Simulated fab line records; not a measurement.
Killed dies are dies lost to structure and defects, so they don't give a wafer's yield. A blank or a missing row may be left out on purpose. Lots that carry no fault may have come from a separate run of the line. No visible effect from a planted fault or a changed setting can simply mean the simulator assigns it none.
Chamber matching + flow n5Finfet + aldSin-01 running N5_BEOL_M3_ALD_98: 4 sister chambers
The step deposits SiO2, target thk 2.5 nm, pulse time 1 s, co reactant pulse time 1 s. 8 wafers are shown with their chamber, then 8 later ones without.

EACH WAFER AND ITS CHAMBER
| wafer  | chamber | heaterPowerW (W) | precursorPulseHeightRel |
|--------|---------|------------------|-------------------------|
| L080.3 | 1       | 88               | 0.982                   |
| L081.2 | 2       | 81               | 1.029                   |
| L082.2 | 1       | 89               | 1.003                   |
| L082.4 | 2       | 77               | 0.965                   |
| L084.2 | 3       | 66               | 0.991                   |
| L084.4 | 0       | 77               | 0.984                   |
| L084.5 | 0       | 77               | 1.009                   |
| L085.1 | 3       | 67               | 1.022                   |

WAFERS WITH NO CHAMBER GIVEN
| wafer  | heaterPowerW (W) | precursorPulseHeightRel |
|--------|------------------|-------------------------|
| L085.3 | 77               | 1.029                   |
| L085.5 | 75               | 1.005                   |
| L086.2 | 80               | 0.998                   |
| L086.3 | 92               | 0.998                   |
| L086.6 | 66               | 0.966                   |
| L091.2 | 78               | 0.988                   |
| L091.5 | 69               | 1.023                   |
| L091.6 | 82               | 1.023                   |

WHICH CHAMBER EACH ONE RAN IN
| wafer  | from the rows above     | in truth |
|--------|-------------------------|----------|
| L085.3 | can't be placed: 0 or 2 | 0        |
| L085.5 | can't be placed: 0 or 2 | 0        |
| L086.2 | can't be placed: 2 or 0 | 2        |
| L086.3 | 1                       | 1        |
| L086.6 | 3                       | 3        |
| L091.2 | can't be placed: 0 or 2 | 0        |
| L091.5 | 3                       | 3        |
| L091.6 | can't be placed: 2 or 0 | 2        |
Placed correctly: 3 of 8. Can't be placed from these rows: 5 (the true chamber is among the candidates in 5). Wrongly placed: 0.
How it was worked out, from the rows above alone: a wafer's distance from a chamber is the root of the sum, over the readings, of the square of ((its reading less the chamber's mean) divided by the reading's scatter). If the next closest chamber is less than 2 further off than the closest, the wafer can't be placed; otherwise it belongs to the closest. Each chamber's mean is taken over the wafers shown for it. The scatter: the root of (the sum of the squares of (reading less its chamber's mean) over the shown wafers, divided by (wafers less chambers)).
